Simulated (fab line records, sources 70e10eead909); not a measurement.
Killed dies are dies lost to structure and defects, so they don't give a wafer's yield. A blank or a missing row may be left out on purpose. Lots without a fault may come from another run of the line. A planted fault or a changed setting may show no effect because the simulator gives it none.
fab line records | flow nand_harc
record lots=10 wafers=30 last_day=33
route steps=1302 shown A_STAIRCASE@884 A_SGD_CUT@913 END@1302
lots that met no fault: from a run of the same line without faults
start_h: hours from the record's first day to the start of the lot's first wafer shown | wait_h: hours since the lot's step before | " the same as in the row above | L1.1+2: a row that stands for several wafers | - no value, or no start given | * or withheld: withheld | < > ~ a bound
route shown NAME@n: a module of which the file shows steps, and the number in the route of the first | usual: mean/standard deviation of fault-free wafers | same: alike in all rows | chamber/n: place in a boat | sites: the reading at each site | _std_site: their standard deviation | _edge_site: outer sites' mean less inner sites' | radius_mm: how far each site lies from the wafer's centre | mask NAME#n: copy n | behind: the tool/chamber that last shaped the wafer | hold: why the lot was held/for how many hours/how that ended | device: the transistor (n, p or np) that didn't switch | end of line: the same wafers' tests at the end of the route | a step without rows: its recipe alone | killed: dies lost to structure and defects at the first sort, not the wafer's yield | map: a wafer's dies, x killed, . not, _ none there
set.NAME: the setting as run; set.NAME@STEP: as run at that earlier step | model.NAME: the simulator's own value behind a step, which no gauge read
steps of the route over a sample of lots; a table a step, a row a wafer
services: from which hour (start_h, from the record's first day; less than 0 if before it) a tool's chamber was out of use, for how many hours, and why
## steps
# step NHARC_A_STAIRCASE_STRIP_475
# recipe time_s=20 o2_flow_sccm=500 ar_flow_sccm=0 bias_w=0 chemistry=O2
# usual drypump_motor_current_A=5.9/0.34 oes_product_au=1.003/0.012 rf_vpp_V=57.7/0.84 showerhead_plenum_p_Torr=3.48/0.14 throttle_valve_pct=17.035/0.008
# columns lot.wafer tool chamber start_h wait_h drypump_motor_current_A oes_product_au rf_hours_counter_h rf_vpp_V showerhead_plenum_p_Torr throttle_valve_pct
L587.2 rie_diel-13 3 - - 6.6 1.005 34 59.2 3.57 17.028
L587.1 " 0 " " 5.4 1.002 30 56.9 3.44 17.017
L587.4 " 2 " " 6.2 1.018 36 56.5 3.37 17.037
L598.3 rie_diel-13 1 - - 5.6 1.009 1 57.3 3.51 17.048
L598.1 " 0 " " 5.4 1.005 1 57.6 3.43 17.044
L598.6 " 2 " " 6.3 1.019 - 57.3 3.36 17.023
L601.3 rie_diel-13 0 - - 5.4 1.004 19 57.6 3.42 17.050
L601.4 " 2 " " 6.3 1.011 22 56.6 3.35 17.040
L601.6 " 0 " " 5.4 1.007 - 56.8 3.42 17.028
L603.2 rie_diel-02 3 - - 5.7 1.014 9 58.5 3.38 17.029
L603.3 " 0 " " 5.6 0.998 8 57.4 3.35 17.033
L603.1 " 1 " " 6.1 1.013 8 58.9 3.71 17.034
L606.3 rie_diel-13 0 - - 5.4 1.014 31 58.5 3.41 17.035
L606.2 " 2 " " 6.3 1.024 34 57.5 3.34 17.026
L606.5 " 1 " " 5.6 1.015 - 58.6 3.49 17.008
L605.3 rie_diel-03 2 - - 6.1 1.016 34 57.7 3.79 17.040
L605.4 " 1 " " 6.0 1.001 41 57.7 3.69 17.041
L605.5 " 3 " " 5.8 1.011 - 57.9 3.58 17.043
L608.3 rie_diel-02 1 - - 6.1 0.999 20 58.7 3.70 17.014
L608.6 " 3 " " 5.7 1.024 - 58.6 3.38 17.039
L608.5 " 0 " " 5.6 1.002 - 57.0 3.34 17.031
L607.1 rie_diel-02 0 - - 5.6 0.999 21 58.7 3.34 17.037
L607.3 " 1 " " 6.1 1.009 20 57.4 3.70 17.046
L607.4 " 1 " " 6.1 0.999 - 58.1 3.70 17.032
L609.3 rie_diel-03 3 - - 5.8 1.016 42 58.1 3.58 17.042
L609.1 " 0 " " 6.0 1.013 50 59.0 3.45 17.037
L609.5 " 0 " " 6.0 1.006 - 57.7 3.45 17.026
L610.2 rie_diel-02 0 - - 5.7 0.995 27 57.2 3.34 17.038
L610.3 " 1 " " 6.1 1.001 26 58.5 3.70 17.027
L610.4 " 2 " " 5.6 0.979 25 55.0 3.29 17.034
# step NHARC_A_STAIRCASE_CMP_472
# recipe material=SiO2
# usual motor_current_A=12.5/1.1 slurry_flow_ml_min=150.0/0.48
# columns lot.wafer tool chamber start_h wait_h motor_current_A slurry_flow_ml_min
L587.2 cmp-04 3 441.18 0.2 12.4 150.1
L587.1 " 0 " " 11.7 150.0
L587.4 " 2 " " 14.1 150.9
L598.1 cmp-02 3 534.53 0.3 10.9 149.9
L598.3 " 1 " " 13.8 150.1
L598.6 " 2 " " 11.2 150.0
L601.3 cmp-04 2 579.64 0.3 13.8 150.0
L601.4 " 3 " " 12.1 149.9
L601.6 " 1 " " 13.1 150.3
L603.1 cmp-01 1 609.16 0.2 13.6 149.9
L603.3 " 2 " " 12.4 150.0
L603.2 " 3 " " 11.9 150.1
L606.3 cmp-01 1 623.72 0.3 13.9 149.6
L606.2 " 3 " " 11.8 150.1
L606.5 " 1 " " 13.8 149.8
L605.3 cmp-04 1 630.00 0.2 12.6 149.7
L605.4 " 2 " " 13.6 150.0
L605.5 " 1 " " 12.5 149.2
L608.3 cmp-04 1 640.67 0.2 12.8 150.5
L608.5 " 3 " " 12.0 150.7
L608.6 " 0 " " 12.1 150.9
L607.4 cmp-02 1 640.77 0.1 14.1 150.0
L607.1 " 2 " " 11.4 149.4
L607.3 " 3 " " 11.3 150.0
L609.3 cmp-01 3 648.08 0.2 12.1 150.2
L609.1 " 0 " " 12.9 150.4
L609.5 " 0 " " 12.8 150.1
L610.2 cmp-02 3 667.53 0.2 11.6 149.6
L610.4 " 1 " " 14.2 149.3
L610.3 " 2 " " 10.5 149.3
# step NHARC_A_SGD_CUT_DEP_20
# recipe target_thk_a=1500 temp_c=65 material=SiO2
# columns lot.wafer tool chamber start_h wait_h
L587.2+1+4 fcvd-01 1,0,1 443.62 -
L598.1+3+6 fcvd-02 0,1,1 537.19 -
L601.4+3+6 fcvd-01 0,1,1 582.08 -
L603.2+1+3 fcvd-01 1,0,1 611.59 -
L606.2+3+5 fcvd-02 0,0,1 626.13 -
L605.4+3+5 fcvd-01 1,0,1 632.48 -
L608.3+6+5 fcvd-01 0,1,0 643.14 -
L607.1+4+3 fcvd-01 1,1,0 643.21 -
L609.1+3+5 fcvd-01 1,0,0 650.53 -
L610.2+4+3 fcvd-02 0,1,0 669.98 -
# step NHARC_A_SGD_CUT_THK_MEAS_22
# recipe thk_meas_gauge=ellipsometry
# usual thk_nm=148.3/1.6
# columns lot.wafer tool chamber start_h wait_h thk_nm
L587.1 film_metro-02 - 448.30 0.2 147.4
L587.2 " - " " 147.8
L587.4 " - " " 149.6
L598.1 film_metro-02 - 541.92 0.2 147.1
L598.3 " - " " 148.0
L598.6 " - " " 127.6
L601.3 film_metro-02 - 586.73 0.2 146.6
L601.4 " - " " 150.4
L601.6 " - " " 150.2
L603.1 film_metro-02 - 616.39 0.2 148.9
L603.2 " - " " 149.4
L603.3 " - " " 148.5
L606.2 film_metro-02 - 633.03 0.2 149.3
L606.3 " - " " 148.5
L606.5 " - " " 148.0
L605.3 film_metro-01 - 637.70 0.2 144.8
L605.4 " - " " 148.8
L605.5 " - " " 147.3
L607.1 film_metro-01 - 650.85 0.2 148.9
L607.3 " - " " 146.1
L607.4 " - " " 148.7
L608.3 film_metro-02 - 650.85 0.2 149.4
L608.5 " - " " 148.6
L608.6 " - " " 149.5
L609.1 film_metro-02 - 658.60 0.2 146.2
L609.3 " - " " 148.3
L609.5 " - " " 152.6
L610.2 film_metro-01 - 676.39 0.2 148.1
L610.3 " - " " 145.8
L610.4 " - " " 149.5
# step NHARC_A_SGD_CUT_ETCHBACK_24
# recipe target_depth_a=500 over_etch_frac=0.3 time_s=92.857 ion_energy_ev=120 ch3f_flow_sccm=50 o2_flow_sccm=30 ar_flow_sccm=200 rf_w=500 bias_w=100 chemistry=CH3F/O2
# usual drypump_motor_current_A=5.8/0.34 oes_product_au=0.98/0.038 rf_fwd_power_W=495.8/1.9 rf_vpp_V=244.2/1.5 showerhead_plenum_p_Torr=2.44/0.081 throttle_valve_pct=20.663/0.0086
# columns lot.wafer tool chamber start_h wait_h drypump_motor_current_A oes_product_au rf_fwd_power_W rf_hours_counter_h rf_vpp_V showerhead_plenum_p_Torr throttle_valve_pct
L587.2 rie_diel-05 1 448.53 0.1 6.0 0.91 496.9 1 243.6 2.43 20.656
L587.1 " 2 " " 5.6 0.93 498.2 1 247.1 2.55 20.658
L587.4 " 3 " " 5.5 0.91 493.9 1 241.9 2.29 20.660
L598.3 rie_diel-04 2 542.14 0.1 6.0 1.00 494.9 0 244.3 2.46 20.661
L598.1 " 3 " " 6.4 1.03 495.0 0 243.5 2.44 20.654
L598.6 " 0 " " 5.6 1.00 494.6 - 242.7 2.34 20.649
L601.4 rie_diel-07 1 586.94 0.1 5.3 1.00 498.1 8 245.3 2.44 20.651
L601.3 " 0 " " 5.1 1.03 497.0 7 245.8 2.57 20.670
L601.6 " 1 " " 5.3 0.99 496.0 - 244.3 2.44 20.653
L603.1 rie_diel-07 3 616.62 0.1 5.8 1.02 493.7 10 241.5 2.30 20.655
L603.3 " 0 " " 5.1 1.03 500.3 10 246.0 2.57 20.662
L603.2 " 1 " " 5.3 1.00 498.2 11 245.3 2.44 20.657
L606.3 rie_diel-04 2 633.28 0.2 5.9 1.01 491.0 5 246.3 2.46 20.659
L606.2 " 3 " " 6.4 1.02 497.8 5 244.8 2.43 20.669
L606.5 " 0 " " 5.6 1.00 499.9 - 242.7 2.34 20.662
L605.3 rie_diel-07 0 637.92 0.1 5.1 0.94 497.4 13 246.9 2.57 20.669
L605.4 " 1 " " 5.3 0.92 496.3 13 244.4 2.44 20.672
L605.5 " 1 " " 5.3 0.93 496.9 - 245.8 2.44 20.667
L607.3 rie_diel-05 0 651.10 0.2 6.0 0.99 496.4 3 243.8 2.44 20.653
L607.1 " 1 " " 6.0 0.97 495.0 3 243.4 2.42 20.676
L607.4 " 2 " " 5.5 1.01 494.7 - 244.9 2.54 20.672
L608.3 rie_diel-04 0 651.10 0.2 5.6 1.00 496.4 6 243.9 2.34 20.663
L608.6 " 2 " " 5.9 0.99 496.2 - 244.6 2.46 20.652
L608.5 " 3 " " 6.4 1.01 495.6 - 243.5 2.43 20.664
L609.1 rie_diel-07 1 658.84 0.2 5.3 1.02 498.4 0 245.2 2.44 20.655
L609.3 " 2 " " 5.8 1.02 496.6 0 240.9 2.36 20.663
L609.5 " 1 " " 5.3 1.02 496.1 - 244.2 2.44 20.665
L610.4 rie_diel-07 3 676.62 0.1 5.8 1.03 495.9 1 242.9 2.30 20.668
L610.2 " 0 " " 5.0 1.00 497.6 1 244.9 2.57 20.666
L610.3 " 1 " " 5.3 1.03 496.2 1 242.7 2.44 20.662
# step NHARC_END_SORT_01
# recipe temp_c=25
# usual killed_at_array=55/22 killed_at_other=0.9/1.2 killed_at_periphery=3.6/2.3 killed_dies=60/22 killed_open=3.2/1.9 killed_short=2.5/1.6
# same gross_dies=677
# columns lot.wafer tool chamber start_h wait_h killed_at_array killed_at_other killed_at_periphery killed_dies killed_open killed_short
L601.3 prober-01 0 704.92 3.1 46 0 1 47 1 2
L601.4 prober-01 0 705.72 3.4 42 0 1 43 4 1
L601.6 prober-01 0 707.32 4.0 37 0 3 40 2 1
L603.1 prober-01 0 734.01 2.5 82 1 4 87 4 3
L603.2 prober-01 0 734.83 2.8 54 2 1 57 0 2
L603.3 prober-01 0 735.64 3.1 69 1 4 74 4 4
L605.3 prober-01 0 758.72 3.1 29 0 2 31 2 4
L605.4 prober-01 0 759.53 3.4 34 1 4 39 10 0
L605.5 prober-01 0 760.33 3.7 39 0 3 42 6 8
L608.3 prober-01 0 773.40 3.1 33 1 5 39 4 4
L608.5 prober-01 0 775.01 3.7 42 1 6 49 9 5
L608.6 prober-01 0 775.82 4.0 24 5 4 33 4 2
L609.1 prober-02 0 779.64 2.5 64 0 5 69 5 5
L609.3 prober-02 0 781.29 3.2 62 0 5 67 5 4
L609.5 prober-02 0 782.93 3.8 55 1 10 66 1 3
# killed by level:class
L601.3 A_CHANNEL_HOLE_D2:chamber_film_flake=17 A_CHANNEL_HOLE_D1:chamber_film_flake=8 A_SLIT:chamber_film_flake=5 A_CONTACT:chamber_film_flake=5 A_STAIRCASE:chamber_film_flake=4 A_ZERO_WELL:chamber_film_flake=2 A_BLC:chamber_film_flake=2 A_ONON_D1:geometric_particle:open=1
L601.4 A_CHANNEL_HOLE_D2:chamber_film_flake=18 A_CHANNEL_HOLE_D1:chamber_film_flake=6 A_SLIT:chamber_film_flake=4 A_STAIRCASE:chamber_film_flake=3 A_ZERO_WELL:chamber_film_flake=2 A_CONTACT:chamber_film_flake=2 P_M0:geometric_particle:open=1 A_SOURCE_PLATE:geometric_particle:open=1
L601.6 A_CHANNEL_HOLE_D2:chamber_film_flake=22 A_CHANNEL_HOLE_D1:chamber_film_flake=7 A_STAIRCASE:chamber_film_flake=2 A_SLIT:chamber_film_flake=2 A_ONON_D1:geometric_particle:short=1 A_CHANNEL_FILL_D1:geometric_particle:open=1 A_M0:geometric_particle:open=1 P_ZERO_WELL:chamber_film_flake=1
L603.1 A_SLIT:chamber_film_flake=25 A_CHANNEL_HOLE_D2:chamber_film_flake=18 A_CHANNEL_HOLE_D1:chamber_film_flake=13 A_CONTACT:chamber_film_flake=8 A_STAIRCASE:chamber_film_flake=6 A_WL_FILL:chamber_film_flake=5 P_M0:geometric_particle:open=2 P_STI:chamber_film_flake=2
L603.2 A_CHANNEL_HOLE_D1:chamber_film_flake=14 A_SLIT:chamber_film_flake=14 A_CHANNEL_HOLE_D2:chamber_film_flake=8 A_CONTACT:chamber_film_flake=7 A_ZERO_WELL:chamber_film_flake=4 A_STAIRCASE:chamber_film_flake=3 A_WL_FILL:chamber_film_flake=3 THIN_TSV:chamber_film_flake=2
L603.3 A_SLIT:chamber_film_flake=29 A_CHANNEL_HOLE_D2:chamber_film_flake=15 A_CONTACT:chamber_film_flake=7 A_CHANNEL_HOLE_D1:chamber_film_flake=6 A_STAIRCASE:chamber_film_flake=3 P_CONTACT:geometric_particle:short=2 A_DECK1_JOINT:chamber_film_flake=2 A_WL_FILL:chamber_film_flake=2
L605.3 A_SLIT:chamber_film_flake=9 A_CHANNEL_HOLE_D1:chamber_film_flake=5 A_ZERO_WELL:chamber_film_flake=3 A_WL_FILL:chamber_film_flake=3 A_CONTACT:chamber_film_flake=3 A_DECK1_JOINT:geometric_particle:short=2 A_CHANNEL_FILL_D1:geometric_particle:open=1 A_ONON_D2:geometric_particle:short=1
L605.4 A_CHANNEL_HOLE_D1:chamber_film_flake=12 A_SLIT:chamber_film_flake=11 P_GATE:geometric_particle:open=2 A_CHANNEL_FILL_D2:geometric_particle:open=2 A_CONTACT:chamber_film_flake=2 P_CONTACT:geometric_particle:open=1 A_DECK1_JOINT:geometric_particle:open=1 A_SGD_CUT:geometric_particle:open=1
L605.5 A_CHANNEL_HOLE_D1:chamber_film_flake=11 A_SLIT:chamber_film_flake=8 A_CHANNEL_FILL_D1:geometric_particle:short=3 A_STAIRCASE:chamber_film_flake=3 A_ONON_D1:geometric_particle:short=2 A_M0:geometric_particle:open=2 P_ZERO_WELL:chamber_film_flake=2 A_WL_FILL:chamber_film_flake=2
L608.3 A_CHANNEL_HOLE_D1:chamber_film_flake=12 A_CONTACT:chamber_film_flake=9 A_SLIT:chamber_film_flake=5 A_WL_FILL:geometric_particle:short=2 P_ZERO_WELL:chamber_film_flake=2 P_CONTACT:geometric_particle:open=1 P_M0:geometric_particle:open=1 P_M0:geometric_particle:short=1
L608.5 A_CHANNEL_HOLE_D1:chamber_film_flake=14 A_SLIT:chamber_film_flake=7 A_CONTACT:chamber_film_flake=4 A_CHANNEL_HOLE_D1:geometric_particle:open=3 A_CHANNEL_FILL_D2:geometric_particle:open=3 A_CHANNEL_FILL_D1:chamber_film_flake=3 P_GATE:chamber_film_flake=2 A_CHANNEL_HOLE_D2:chamber_film_flake=2
L608.6 A_CHANNEL_HOLE_D1:chamber_film_flake=8 A_SLIT:chamber_film_flake=4 THIN_TSV:chamber_film_flake=4 A_STAIRCASE:chamber_film_flake=3 A_CONTACT:chamber_film_flake=3 A_M0:geometric_particle:open=2 P_ZERO_WELL:chamber_film_flake=2 P_CONTACT:geometric_particle:open=1
L609.1 A_CHANNEL_HOLE_D2:chamber_film_flake=19 A_CHANNEL_HOLE_D1:chamber_film_flake=16 A_STAIRCASE:chamber_film_flake=8 A_SLIT:chamber_film_flake=5 A_SGD_CUT:chamber_film_flake=4 P_CONTACT:geometric_particle:short=2 A_ONON_D1:geometric_particle:open=2 P_GATE:chamber_film_flake=2
L609.3 A_CHANNEL_HOLE_D2:chamber_film_flake=27 A_CHANNEL_HOLE_D1:chamber_film_flake=10 A_SLIT:chamber_film_flake=10 P_GATE:chamber_film_flake=3 A_STAIRCASE:chamber_film_flake=3 A_ONON_D1:geometric_particle:short=2 A_M0:geometric_particle:open=2 A_SGD_CUT:chamber_film_flake=2
L609.5 A_CHANNEL_HOLE_D2:chamber_film_flake=25 A_CHANNEL_HOLE_D1:chamber_film_flake=15 P_GATE:chamber_film_flake=8 A_STAIRCASE:chamber_film_flake=6 A_SLIT:chamber_film_flake=5 P_STI:geometric_particle:short=1 P_M0:geometric_particle:open=1 A_CHANNEL_FILL_D2:geometric_particle:short=1
## services
# columns tool chamber start_h hours kind
cmp-01 - 417.38 1.9 repair
rie_diel-13 1 427.60 7.2 repair
rie_diel-02 2 445.54 28.5 repair
rie_diel-13 0 465.15 9.5 repair
rie_diel-07 - 471.41 9.0 pm
fcvd-01 1 487.14 15.9 repair
rie_diel-07 0 495.10 5.3 repair
cmp-04 - 503.07 4.0 pm
rie_diel-07 - 514.60 0.6 repair
rie_diel-13 - 519.98 9.0 pm
fcvd-01 - 547.00 13.0 pm
cmp-04 - 549.56 1.7 repair
rie_diel-13 1 560.85 12.8 repair
cmp-04 - 562.40 0.7 repair
rie_diel-02 0 570.31 8.6 repair
rie_diel-02 - 570.87 9.0 pm
cmp-04 - 601.07 4.0 pm
cmp-04 - 606.51 3.2 repair
rie_diel-07 2 610.49 10.9 repair
rie_diel-13 0 610.55 8.2 repair
rie_diel-13 1 628.30 5.6 repair
rie_diel-02 2 640.28 9.2 repair
rie_diel-07 - 648.41 9.0 pm
fcvd-01 - 654.39 1.9 repair
## key
first_sign step=NHARC_A_SGD_CUT_THK_MEAS_22 reading=thk_nm direction=down sigmas=13 usual=148.3 struck=127.6
effect none on later readings
met_at NHARC_A_SGD_CUT_DEP_20
struck_lots L598
struck_wafers L598.6
tester_left_out L598
not_acting_at NHARC_A_STAIRCASE_STRIP_475,NHARC_A_STAIRCASE_CMP_472,NHARC_A_SGD_CUT_ETCHBACK_24
fault kind=process_parameter_drift tool=fcvd-02 chamber=- onset_h=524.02 steps=NHARC_A_SGD_CUT_DEP_20 channel=target_thk_a offset=* shape=step end_h=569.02 scope=struck_wafers_only acts_in=* stated=*
# tester_left_out: of these lots the tester's yield and bins aren't shown, on N5 and GAA mostly nor the transistor test; their killed dies are dies lost to structure and defects alone, not to doping, threshold or leakage, so they don't give the yield
